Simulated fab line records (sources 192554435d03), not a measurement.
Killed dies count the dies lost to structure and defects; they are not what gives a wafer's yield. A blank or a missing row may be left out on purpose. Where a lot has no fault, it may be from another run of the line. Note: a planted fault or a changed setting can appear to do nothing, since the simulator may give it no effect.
The tool behind it: which one? ; flow n5-finfet ; 13 lots with 35 wafers sampled at 2 steps, on a route of 1938 steps

== WHAT THE GAUGES READ, wafer by wafer ==
N5_PASSIVATION_OVL_MEAS_63.
lot;measured;on;PAD_OVL (nm)
L291;day 13 11:13;overlay-01;3 2 4
L292;day 13 20:15;overlay-02;6 6 9
L294;day 14 02:10;overlay-01;10 12
L295;day 14 15:35;overlay-02;-5 0 -13
L297;day 14 16:05;overlay-01;2 7 0
L296;day 15 00:40;overlay-02;1 7
L299;day 15 07:02;overlay-01;6 1
L300;day 15 16:22;overlay-01;4 6
L301;day 16 03:22;overlay-02;-6 -3 11
L302;day 16 16:09;overlay-01;5 5 11
L311;day 18 22:41;overlay-01;10 5 7
L310;day 19 01:57;overlay-02;3 -1 -3
L313;day 19 23:19;overlay-01;2 -1 5

== WHAT TOOL EACH LOT RAN ON (gives the tool, then ch and the chambers of the sampled wafers, and finally the start) ==
lot;N5_BEOL_M15_TRENCH_ETCH_34
L291;rie-diel-01 ch 1,2, day 12 21:43
L292;rie-diel-06 ch 0,2, day 13 01:53
L294;rie-diel-01 ch 2,3, day 13 15:01
L295;rie-diel-02 ch 0,2,3, day 14 04:23
L297;rie-diel-01 ch 0,2,3, day 14 04:40
L296;rie-diel-01 ch 2,3, day 14 12:14
L299;rie-diel-06 ch 0,2, day 14 15:20
L300;rie-diel-01 ch 0,1, day 14 20:28
L301;rie-diel-01 ch 1,2,3, day 15 14:05
L302;rie-diel-02 ch 0,2,3, day 16 01:08
L311;rie-diel-01 ch 1,2,3, day 18 06:56
L310;rie-diel-06 ch 0,3, day 18 07:17
L313;rie-diel-01 ch 0,2,3, day 19 10:09
- N5_BEOL_M15_TRENCH_ETCH_34: etches SiO2 in C4F8/O2/Ar, target depth 872.93 nm, time 199 s.

== WHAT THE TOOLS THEMSELVES READ (means of the sampled wafers that have a number; where no wafer has one, the mark that the record gives instead) ==
N5_BEOL_M15_TRENCH_ETCH_34.
lot;tool;C4F8_flow_sccm (sccm);drypump-motor-current-A (A);he-inner-torr (Torr);oes-product-au (a.u.);rf-vpp-V (V);showerhead-plenum-p-Torr (Torr);throttle-valve-pct (%)
L291;rie-diel-01;15.97;5.5;15.01;0.72;2244;3.43;31.06
L292;rie-diel-06;16.04;5.9;15.04;0.84;2233;3.42;30.65
L294;rie-diel-01;15.95;5.8;15.00;0.87;2216;3.42;30.74
L295;rie-diel-02;16.00;6.5;14.98;0.76;2207;3.37;31.03
L297;rie-diel-01;16.01;5.9;14.99;0.80;2223;3.40;30.93
L296;rie-diel-01;15.98;5.8;14.98;0.85;2216;3.41;30.74
L299;rie-diel-06;16.05;5.8;15.00;0.79;2236;3.44;30.73
L300;rie-diel-01;16.00;5.8;15.03;0.83;2241;3.38;31.17
L301;rie-diel-01;15.98;5.8;14.98;0.88;2224;3.40;30.87
L302;rie-diel-02;16.01;6.5;15.02;0.76;2207;3.36;31.05
L311;rie-diel-01;15.98;5.7;14.98;0.84;2223;3.39;30.90
L310;rie-diel-06;15.99;6.2;14.99;0.87;2227;3.43;30.57
L313;rie-diel-01;16.02;5.9;15.01;0.83;2222;3.38;30.83

== THE ANSWER, worked out from the rows above alone ==
Rule: the lots themselves supply what counts as usual. The widest of any qualifying gaps counts: lots, ordered by their means at a reading, are off when they make up no more than a third of the lots, leave a main group of 4 or more, and stand apart from it by 3 or more times the standard deviation of that group's means. If all means in a main group match to the digits the tables above print for the reading, that group is not used. A lot without any number at a reading at which 4 lots or more have one is off too. The other lots that the step has rows for count as sound. First the gauges in route order, then the tools' own readings, where a lot's mean is used as printed above. At the first step where some lot is off, the reading lying furthest off is the one used; lots without a number count as furthest.
No lot is off on any of the readings shown, so nothing can be concluded from this.

== WHAT THE SIMULATOR PUT IN ==
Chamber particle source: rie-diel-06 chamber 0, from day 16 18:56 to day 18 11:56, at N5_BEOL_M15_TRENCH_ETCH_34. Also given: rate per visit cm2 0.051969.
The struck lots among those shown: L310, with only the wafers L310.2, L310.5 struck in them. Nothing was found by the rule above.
